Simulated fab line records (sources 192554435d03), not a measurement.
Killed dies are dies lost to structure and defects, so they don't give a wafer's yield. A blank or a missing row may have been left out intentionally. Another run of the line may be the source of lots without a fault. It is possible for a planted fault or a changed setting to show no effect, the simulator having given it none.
Chamber matching | flow n5-finfet | N5_BEOL_M7_ETCH_72 on rie-diel-06: 4 sister chambers
The step etches underlayer in N2/H2, target depth 6.5 nm, time 5.2 s. 22 wafers are shown with their chamber, then 11 later ones without.

WAFERS, EACH WITH ITS CHAMBER
wafer  | chamber | showerhead-plenum-p-Torr (Torr) | drypump-motor-current-A (A) | throttle-valve-pct (%)
L074.1 | 0       | 2.41                            | 5.7                         | 18.08
L074.2 | 2       | 2.43                            | 5.6                         | 17.86
L074.3 | 1       | 2.54                            | 6.6                         | 18.03
L079.1 | 1       | 2.54                            | 6.5                         | 18.07
L079.2 | 0       | 2.41                            | 5.7                         | 18.11
L079.6 | 0       | 2.41                            | 5.7                         | 18.09
L081.4 | 1       | 2.54                            | 6.5                         | 18.09
L081.5 | 3       | 2.44                            | 6.0                         | 18.15
L081.6 | 0       | 2.40                            | 5.7                         | 18.11
L086.3 | 0       | 2.40                            | 5.7                         | 18.11
L086.4 | 3       | 2.44                            | 5.9                         | 18.16
L086.5 | 0       | 2.40                            | 5.7                         | 18.14
L084.1 | 0       | 2.40                            | 5.7                         | 18.13
L084.3 | 2       | 2.42                            | 5.7                         | 17.89
L084.5 | 2       | 2.42                            | 5.7                         | 17.89
L087.1 | 0       | 2.40                            | 5.8                         | 18.13
L087.2 | 2       | 2.42                            | 5.7                         | 17.91
L087.3 | 3       | 2.43                            | 6.0                         | 18.16
L088.1 | 2       | 2.42                            | 5.6                         | 17.90
L088.2 | 0       | 2.40                            | 5.7                         | 18.14
L088.6 | 2       | 2.42                            | 5.7                         | 17.90
L089.1 | 3       | 2.43                            | 6.0                         | 18.14

SIGNATURES, as means of the wafers listed above
reading                  | chamber 0 | chamber 1 | chamber 2 | chamber 3 | scatter within a chamber
showerhead-plenum-p-Torr | 2.4033    | 2.5400    | 2.4217    | 2.4350    | 0.00461
drypump-motor-current-A  | 5.711     | 6.533     | 5.667     | 5.975     | 0.045
throttle-valve-pct       | 18.1156   | 18.0633   | 17.8917   | 18.1525   | 0.0201
Rule: distance of a wafer from a chamber = root of the sum over the readings of ((wafer's reading minus chamber's mean) / reading's scatter) squared. The wafer belongs to the nearest chamber; if the next one is less than 2 further off, it can't be placed. The scatter is the square root of a quotient: the sum, over the shown wafers, of each reading's squared deviation from its chamber's mean, divided by wafers minus chambers.

WAFERS WHOSE CHAMBER IS MISSING
wafer  | showerhead-plenum-p-Torr (Torr) | drypump-motor-current-A (A) | throttle-valve-pct (%)
L089.4 | 2.42                            | 5.7                         | 17.94
L089.6 | 2.43                            | 6.0                         | 18.16
L090.1 | 2.42                            | 5.7                         | 17.91
L090.3 | 2.53                            | 6.6                         | 18.10
L090.4 | 2.40                            | 5.7                         | 18.13
L091.2 | 2.53                            | 6.5                         | 18.12
L091.4 | 2.42                            | 5.7                         | 17.93
L091.5 | 2.43                            | 5.9                         | 18.16
L097.1 | 2.41                            | 5.7                         | 17.95
L097.4 | 2.43                            | 5.9                         | 18.19
L097.5 | 2.41                            | 5.7                         | 17.92

CHAMBER TAKEN BY EACH
wafer  | from the rows above | in truth
L089.4 | 2                   | 2
L089.6 | 3                   | 3
L090.1 | 2                   | 2
L090.3 | 1                   | 1
L090.4 | 0                   | 0
L091.2 | 1                   | 1
L091.4 | 2                   | 2
L091.5 | 3                   | 3
L097.1 | 2                   | 2
L097.4 | 3                   | 3
L097.5 | 2                   | 2
Correctly placed: 11 of 11. Can't be placed from these rows: 0. Wrongly placed: 0.
